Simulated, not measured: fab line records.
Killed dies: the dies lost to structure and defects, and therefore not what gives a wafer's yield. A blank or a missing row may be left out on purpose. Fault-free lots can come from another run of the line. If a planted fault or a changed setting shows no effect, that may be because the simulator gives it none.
Comparing a struck lot with a sound one + flow n5 finfet + 26 out of 1938 route steps
Sound: wafers L120.2, L120.3, L120.5. Wafers struck: L134.1, L134.3, L134.5. Last of all comes the cause.
Per side, at each step with rows, come the tool, then ch with its chambers, and then its first start. Under that, the readings that differ: sound wafers + struck wafers + difference of the means + sigmas: that difference in standard deviations of wafers without a fault.
alike: same words and numbers on both sides, and readings whose means sit less than 2 such deviations apart. not compared: any withheld reading, any reading some wafer has no value for, any bound like >300 that may hide the same value, and any number with overlapping values for which the record gives no deviation.
The two part at a step that has a row with sigmas, a row that says differs or no value, or rows on one side only. Numbers that have no deviation but don't overlap get no sigmas and don't part them. Lack of a reading on every wafer of one side parts them only where that side has two or more wafers.

first, 2 steps without rows for these wafers: N5_BEOL_M12_SPUTTER_45 (material Cu, target thk 80 nm, time 13.33 s); N5_BEOL_M12_ECD_47 (material Cu, target thk 720 nm).
N5_BEOL_M12_ANNEAL_48: time 90 s.
  sound on rtp anneal-02 ch 0, day 14 22:37; struck on rtp anneal-01 ch 0, day 18 11:13
  alike: wafer_temp_C_max
N5_BEOL_M12_CMP_49: polishes, stops on SiOC, t overpolish 20.6 s, target thk 320 nm.
  sound on cmp-02 ch 0,1,2, day 14 22:56; struck on cmp-03 ch 1,3, day 18 11:33
  alike: barrier field endpoint s, clearing platen down force psi, motor current A, overpolish run s
N5_BEOL_M12_THK_MEAS_50: measures by xrf.
  sound: film metro-02 at day 14 23:10; struck: film metro-02 at day 18 11:49
  alike: M12_THK
then, 2 steps without rows for these wafers: N5_BEOL_M12_PRE_CLEAN_52 (time 15 s); N5_BEOL_M12_DEP_53 (deposits SiCN from 3MS/NH3, target thk 30 nm, time 10.5 s).
N5_BEOL_M12_RS_MEAS_54: measures by four-point-probe.
  sound: film metro-02 at day 14 23:17; struck: film metro-01 at day 18 11:56
  alike: M12_RS
N5_BEOL_M12_INSPECT_55: inspects for defects (darkfield).
  sound: defect inspect-01 at day 14 23:19; struck: defect inspect-01 at day 18 11:58
  alike: raw defect count
N5_BEOL_M13_ILD_DEP_00: deposits SiOC from DEMS/O2, target thk 837.92 nm, time 166.4 s.
  sound on pecvd-03 ch 0,1,2, day 14 23:21; struck on pecvd-03 ch 0,1,2, day 18 11:59
  alike: heater power w, rf fwd power W, showerhead plenum p Torr, throttle valve pct
N5_BEOL_M13_THK_MEAS_01:
  sound: film metro-01 at day 14 23:30; struck: film metro-01 at day 18 12:09
  alike: M13_ILD_THK
then, 1 step without rows for these wafers: N5_BEOL_M13_COAT_58 (time 60 s, resist thk 89 nm).
N5_BEOL_M13_COAT_04: resist thk 400 nm.
  sound on litho track-03 ch 0, day 14 23:32; struck on litho track-04 ch 0, day 18 12:11
| reading                                    | sound                | struck               | difference | sigmas |
|--------------------------------------------|----------------------|----------------------|------------|--------|
| spin speed rpm (rpm)                       | 1624.6 1626.1 1625.1 | 1572.8 1573.1 1572.6 | -52.4      | -52    |
| model.coat_of_BEOL_M13_COAT_04.thk nm (nm) | 399 399.6 399.4      | 405.4 406 405.6      | +6.3       |        |
  alike: exhaust pa
then, 6 steps without rows for these wafers: N5_BEOL_M13_EBR_06; N5_BEOL_M13_SOFTBAKE_05 (time 60 s); N5_BEOL_M13_EXPOSE_07 (exposes mask V12); N5_BEOL_M13_PEB_08 (peb time 90 s); N5_BEOL_M13_DEVELOP_09 (develop time 45 s); N5_BEOL_M13_HARDBAKE_14 (time 120 s).
N5_BEOL_M13_CD_MEAS_10: target cd 190 nm.
  sound on cd sem-02 ch 0, day 14 23:56; struck on cd sem-01 ch 0, day 18 12:27
  alike: cd nm
N5_BEOL_M13_OVL_MEAS_11:
  sound on overlay-02 ch 0, day 14 23:58; struck on overlay-02 ch 0, day 18 12:29
  alike: V12_OVL
N5_BEOL_M13_INSPECT_12: inspects for defects (macro).
  sound: defect inspect-02 at day 14 23:59; struck: defect inspect-01 at day 18 12:30
  alike: raw defect count
N5_BEOL_M13_DESCUM_15: chemistry O2, time 7.9 s.
  sound on rie diel-06 ch 1,3, day 15 01:07; struck on rie diel-06 ch 2,3, day 18 12:32
  alike: bias power w, drypump motor current A, oes product au, rf fwd power W, rf vpp V, showerhead plenum p Torr, throttle valve pct
  not compared: rf hours counter h
then, 1 step without rows for these wafers: N5_BEOL_M13_ETCH_59 (etches BARC in N2/H2, target depth 89 nm, overetch 26.7 nm, time 67.9 s).
N5_BEOL_M13_VIA_ETCH_16: etches SiOC in C4F8/O2/Ar, target depth 921.7 nm.
  sound on rie diel-06 ch 1,3, day 15 01:13; struck on rie diel-06 ch 2,3, day 18 12:37
| reading                                    | sound          | struck       | difference | sigmas |
|--------------------------------------------|----------------|--------------|------------|--------|
| model.coat_of_BEOL_M13_COAT_04.thk nm (nm) | 69.6 72.4 69.4 | 80.4 83.8 80 | +10.9      |        |
  alike: O2_flow_sccm, drypump motor current A, mfc ar sccm, oes product au, rf fwd power W, rf vpp V, showerhead plenum p Torr, throttle valve pct
N5_BEOL_M13_STRIP_63: strips in N2/H2.
  sound on plasma asher-02 ch 0,1, day 15 01:26; struck on plasma asher-02 ch 0,1, day 18 12:52
| reading                      | sound          | struck         | difference | sigmas |
|------------------------------|----------------|----------------|------------|--------|
| strip time to endpoint s (s) | 27.6 28.4 27.5 | 30.7 31.7 30.6 | +3.2       | +3     |
  alike: drypump motor current A, heater power w, oes product au
  not compared: rf hours counter h

== WHERE THEY PART ==
Earliest at N5_BEOL_M13_COAT_04; latest, in this record, at N5_BEOL_M13_STRIP_63.

WHY: the cause the simulator had injected
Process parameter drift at N5_BEOL_M13_COAT_04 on litho track-04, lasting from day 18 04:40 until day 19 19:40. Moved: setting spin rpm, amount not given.
